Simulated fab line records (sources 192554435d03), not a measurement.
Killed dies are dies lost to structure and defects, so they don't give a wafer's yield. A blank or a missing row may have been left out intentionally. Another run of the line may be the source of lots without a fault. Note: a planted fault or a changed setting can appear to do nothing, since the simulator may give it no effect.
Which tool was responsible? || flow n5-finfet || 33 wafers from 11 lots sampled at 2 of the route's 1938 steps

WHAT THE GAUGES SHOWED, per wafer
N5_HKMG_FIN_THK_MEAS_70: measures by xrf. Usual: for HK_THK the level is 1.538 nm and the standard deviation is 0.017.
{"lot": "L995", "measured": "day 4 19:04", "on": "film-metro-02", "HK_THK (nm)": "1.554 1.525 1.531", "flag": ""}
{"lot": "L996", "measured": "day 5 02:30", "on": "film-metro-02", "HK_THK (nm)": "1.525 1.532 1.574", "flag": ""}
{"lot": "L997", "measured": "day 5 06:11", "on": "film-metro-01", "HK_THK (nm)": "1.536 1.534 1.555", "flag": ""}
{"lot": "L999", "measured": "day 5 13:36", "on": "film-metro-01", "HK_THK (nm)": "1.537 1.565 1.542", "flag": ""}
{"lot": "L100", "measured": "day 5 23:37", "on": "film-metro-01", "HK_THK (nm)": "1.526 1.554 1.549", "flag": ""}
{"lot": "L101", "measured": "day 6 05:37", "on": "film-metro-02", "HK_THK (nm)": "1.535 1.500 1.575", "flag": ""}
{"lot": "L102", "measured": "day 6 12:26", "on": "film-metro-01", "HK_THK (nm)": "1.526 1.541 1.554", "flag": ""}
{"lot": "L106", "measured": "day 7 13:06", "on": "film-metro-01", "HK_THK (nm)": "1.521 1.534 1.533", "flag": ""}
{"lot": "L107", "measured": "day 7 16:14", "on": "film-metro-02", "HK_THK (nm)": "1.547 1.561 1.545", "flag": ""}
{"lot": "L108", "measured": "day 7 20:01", "on": "film-metro-02", "HK_THK (nm)": "1.513 1.526 1.524", "flag": ""}
{"lot": "L111", "measured": "day 8 19:47", "on": "film-metro-02", "HK_THK (nm)": "1.519 1.526 1.533", "flag": ""}

N5_HKMG_FIN_CD_MEAS_12 targets a cd of 92.8 nm. Usual: 92.3 nm for cd-nm, sd 0.75.
{"lot": "L995", "measured": "day 4 19:56", "on": "cd-sem-02", "cd-nm (nm)": "92.8 92.5 93.3", "flag": ""}
{"lot": "L996", "measured": "day 5 03:23", "on": "cd-sem-02", "cd-nm (nm)": "92.3 91.9 92.7", "flag": ""}
{"lot": "L997", "measured": "day 5 06:56", "on": "cd-sem-01", "cd-nm (nm)": "93.5 91.0 92.0", "flag": ""}
{"lot": "L999", "measured": "day 5 14:29", "on": "cd-sem-01", "cd-nm (nm)": "93.4 92.8 91.1", "flag": ""}
{"lot": "L100", "measured": "day 6 00:22", "on": "cd-sem-01", "cd-nm (nm)": "92.0 92.9 91.7", "flag": ""}
{"lot": "L101", "measured": "day 6 06:22", "on": "cd-sem-03", "cd-nm (nm)": "91.7 91.8 92.5", "flag": ""}
{"lot": "L102", "measured": "day 6 13:11", "on": "cd-sem-02", "cd-nm (nm)": "92.1 90.9 92.1", "flag": ""}
{"lot": "L106", "measured": "day 7 13:51", "on": "cd-sem-01", "cd-nm (nm)": "92.7 92.1 93.9", "flag": ""}
{"lot": "L107", "measured": "day 7 17:20", "on": "cd-sem-01", "cd-nm (nm)": "92.3 92.6 92.5", "flag": ""}
{"lot": "L108", "measured": "day 7 20:46", "on": "cd-sem-01", "cd-nm (nm)": "93.7 92.6 91.7", "flag": ""}
{"lot": "L111", "measured": "day 8 20:39", "on": "cd-sem-03", "cd-nm (nm)": "91.6 90.9 91.7", "flag": ""}

EACH LOT AND THE TOOL THAT RAN IT (in order: tool; ch and the chambers of the sampled wafers; start)
The record shows no process step preceding these readings.

AS READ BY THE TOOLS THEMSELVES (means over the sampled wafers that have a number; for cases with no such wafer, the mark the record gives instead)
The record holds no such reading with a usual standard deviation.

THE ANSWER, worked out from the rows above alone
Rule: lot off if the mean of its wafers having a number is beyond 3 standard deviations from the usual mean. A lot without any number at a reading at which 4 lots or more have one is off too. The other lots that the step has rows for count as sound. The gauges are gone through in route order, then the tools' own readings, and for those a lot's mean is taken as printed above. At the first step where some lot is off, the reading lying furthest off is the one used; lots without a number count as furthest.
No lot is off at any reading shown: from this, nothing can be told.

WHAT THE SIMULATOR PUT IN
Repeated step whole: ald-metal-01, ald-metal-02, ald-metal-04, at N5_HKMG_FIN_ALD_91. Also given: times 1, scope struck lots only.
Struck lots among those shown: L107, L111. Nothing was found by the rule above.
